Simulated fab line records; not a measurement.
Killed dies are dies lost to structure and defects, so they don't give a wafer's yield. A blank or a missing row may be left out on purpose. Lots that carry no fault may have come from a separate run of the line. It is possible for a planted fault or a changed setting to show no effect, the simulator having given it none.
Which of the tools did it? || flow n5-finfet || 10 lots with 30 wafers sampled at 3 steps, on a route of 1938 steps

== WHAT THE GAUGES READ, wafer by wafer ==
N5_BEOL_M1_CD_MEAS_35: target cd 18 nm, target cd y 21 nm.
{"lot": "L075", "measured": "day 6 12:11", "on": "cd-sem-01", "cd-nm (nm)": "17.8 17.8 17.6"}
{"lot": "L077", "measured": "day 6 23:49", "on": "cd-sem-02", "cd-nm (nm)": "18.3 17.7 18.0"}
{"lot": "L079", "measured": "day 7 12:56", "on": "cd-sem-03", "cd-nm (nm)": "17.7 17.5 17.8"}
{"lot": "L081", "measured": "day 8 03:03", "on": "cd-sem-03", "cd-nm (nm)": "17.9 17.8 17.9"}
{"lot": "L083", "measured": "day 8 11:06", "on": "cd-sem-03", "cd-nm (nm)": "17.6 18.4 17.3"}
{"lot": "L086", "measured": "day 9 12:24", "on": "cd-sem-03", "cd-nm (nm)": "17.9 17.7 17.9"}
{"lot": "L088", "measured": "day 10 01:33", "on": "cd-sem-03", "cd-nm (nm)": "17.9 18.6 18.2"}
{"lot": "L090", "measured": "day 10 09:36", "on": "cd-sem-03", "cd-nm (nm)": "17.8 18.1 17.3"}
{"lot": "L092", "measured": "day 10 14:57", "on": "cd-sem-01", "cd-nm (nm)": "18.1 18.4 18.2"}
{"lot": "L096", "measured": "day 11 23:17", "on": "cd-sem-02", "cd-nm (nm)": "18.0 18.5 18.1"}

== EACH LOT AND THE TOOL THAT RAN IT (in order: tool; ch and the chambers of the sampled wafers; start) ==
{"lot": "L075", "N5_BEOL_M1_ETCH_63": "rie-diel-03 ch 1,3, day 6 09:26", "N5_BEOL_M1_ETCH_41": "rie-diel-03 ch 1,3, day 6 12:11 or earlier"}
{"lot": "L077", "N5_BEOL_M1_ETCH_63": "rie-diel-03 ch 0,2, day 6 21:01", "N5_BEOL_M1_ETCH_41": "rie-diel-03 ch 0,1, day 6 23:49 or earlier"}
{"lot": "L079", "N5_BEOL_M1_ETCH_63": "rie-diel-01 ch 1,2,3, day 7 05:34", "N5_BEOL_M1_ETCH_41": "rie-diel-03 ch 1,2,3, day 7 12:56 or earlier"}
{"lot": "L081", "N5_BEOL_M1_ETCH_63": "rie-diel-02 ch 0,1,2, day 7 22:43", "N5_BEOL_M1_ETCH_41": "rie-diel-03 ch 0,1,2, day 8 03:03 or earlier"}
{"lot": "L083", "N5_BEOL_M1_ETCH_63": "rie-diel-02 ch 1,2,3, day 8 06:44", "N5_BEOL_M1_ETCH_41": "rie-diel-01 ch 0,1,3, day 8 11:06 or earlier"}
{"lot": "L086", "N5_BEOL_M1_ETCH_63": "rie-diel-01 ch 1,2,3, day 9 08:01", "N5_BEOL_M1_ETCH_41": "rie-diel-03 ch 0,1,2, day 9 12:24 or earlier"}
{"lot": "L088", "N5_BEOL_M1_ETCH_63": "rie-diel-02 ch 0,1,3, day 9 20:25", "N5_BEOL_M1_ETCH_41": "rie-diel-03 ch 1,2, day 10 01:33 or earlier"}
{"lot": "L090", "N5_BEOL_M1_ETCH_63": "rie-diel-01 ch 0,3, day 10 07:23", "N5_BEOL_M1_ETCH_41": "rie-diel-03 ch 0,2, day 10 09:36 or earlier"}
{"lot": "L092", "N5_BEOL_M1_ETCH_63": "rie-diel-01 ch 0,1,3, day 10 13:12", "N5_BEOL_M1_ETCH_41": "rie-diel-02 ch 0,1,2, day 10 14:57 or earlier"}
{"lot": "L096", "N5_BEOL_M1_ETCH_63": "rie-diel-03 ch 0,3, day 11 21:11", "N5_BEOL_M1_ETCH_41": "rie-diel-01 ch 1,2,3, day 11 23:17 or earlier"}
- N5_BEOL_M1_ETCH_63: etches SiARC in CF4, target depth 15.6 nm, time 26 s.
- N5_BEOL_M1_ETCH_41: etches SiCN in CH3F/O2, target depth 31.9 nm, time 57.8 s.

== THE ANSWER, worked out from the rows above alone ==
Rule: the usual values come from the lots themselves. The widest of any qualifying gaps counts: lots, ordered by their means at a reading, are off when they make up no more than a third of the lots, leave a main group of 4 or more, and stand apart from it by 3 or more times the standard deviation of that group's means. A main group is skipped when, at the precision printed for the reading in the tables above, its means are all equal. A lot without any number at a reading at which 4 lots or more have one is off too. Where the step has rows for the other lots, those lots are counted as sound.
No lot is off at any reading shown: from this, nothing can be told.

== WHAT WAS PUT IN BY THE SIMULATOR ==
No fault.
